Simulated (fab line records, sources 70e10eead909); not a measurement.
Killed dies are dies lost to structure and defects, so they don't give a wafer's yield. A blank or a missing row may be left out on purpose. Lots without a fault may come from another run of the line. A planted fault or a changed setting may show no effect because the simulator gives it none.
One fault seen from 2 desks | flow nand_harc | each desk has only its own numbers; what lay behind them comes last

THE METROLOGY DESK
What the gauges read, lot by lot, whatever tool the lot ran on: means of the sampled wafers that have a number. A lot is out of limits, marked OUT, if its mean lies more than 4 standard deviations from the usual mean; the brackets give that distance.
Columns: A = thk_nm at NHARC_A_ONON_D1_THK_MEAS_27, usual 999 nm
lot  | first seen here | A
L978 | day 9 01:32     | 995
L977 | day 9 01:40     | 678 (-32) OUT
L980 | day 10 02:26    | 697 (-30) OUT
L985 | day 11 03:31    | 999
L986 | day 11 09:18    | 997
L990 | day 12 02:29    | 989
L991 | day 12 10:08    | 990
L992 | day 12 17:34    | 1008
L993 | day 13 02:22    | 1002
L994 | day 13 02:22    | 1010
L995 | day 13 21:06    | 997
L996 | day 13 21:11    | 999
This desk's finding: out of limits on L977, L980; first on L977, day 9 01:40 (thk_nm at NHARC_A_ONON_D1_THK_MEAS_27). In limits: L978, L985, L986, L990, L991, L992, L993, L994, L995, L996.

THE DEFECT DESK
What the inspections along the route counted, lot by lot: means of the sampled wafers that have a number. A lot is out of limits, marked OUT, if its mean lies more than 4 standard deviations from the usual mean; the brackets give that distance.
Columns: A = raw_defect_count at NHARC_A_CHANNEL_HOLE_D1_INSPECT_12, usual 5.4
lot  | first seen here | A
L978 | day 9 06:35     | 5.0
L985 | day 11 08:59    | 7.3
L986 | day 11 14:43    | 3.7
L990 | day 12 06:28    | 2.3
L991 | day 12 14:49    | 10.0
L992 | day 12 22:01    | 5.0
L993 | day 13 06:25    | 3.7
L994 | day 13 06:35    | 4.7
L995 | day 14 01:52    | 4.0
L996 | day 14 02:45    | 5.7
This desk's finding: nothing out of limits on any of the 10 lots.

PUT TOGETHER
The metrology desk could have raised an alarm at day 9 01:40, on L977, L980.
The defect desk saw nothing out of limits.
The defect desk has no number on record for L977, L980.
Of the lots named, all ran NHARC_A_ONON_D1_DEP_25 on pecvd_onon-04.

WHAT THE SIMULATOR HAD PUT IN
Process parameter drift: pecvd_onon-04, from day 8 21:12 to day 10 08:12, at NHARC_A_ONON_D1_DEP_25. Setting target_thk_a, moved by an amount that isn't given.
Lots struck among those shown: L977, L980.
Hours from the fault's start to each desk's first reading out of limits: the metrology desk, 4.
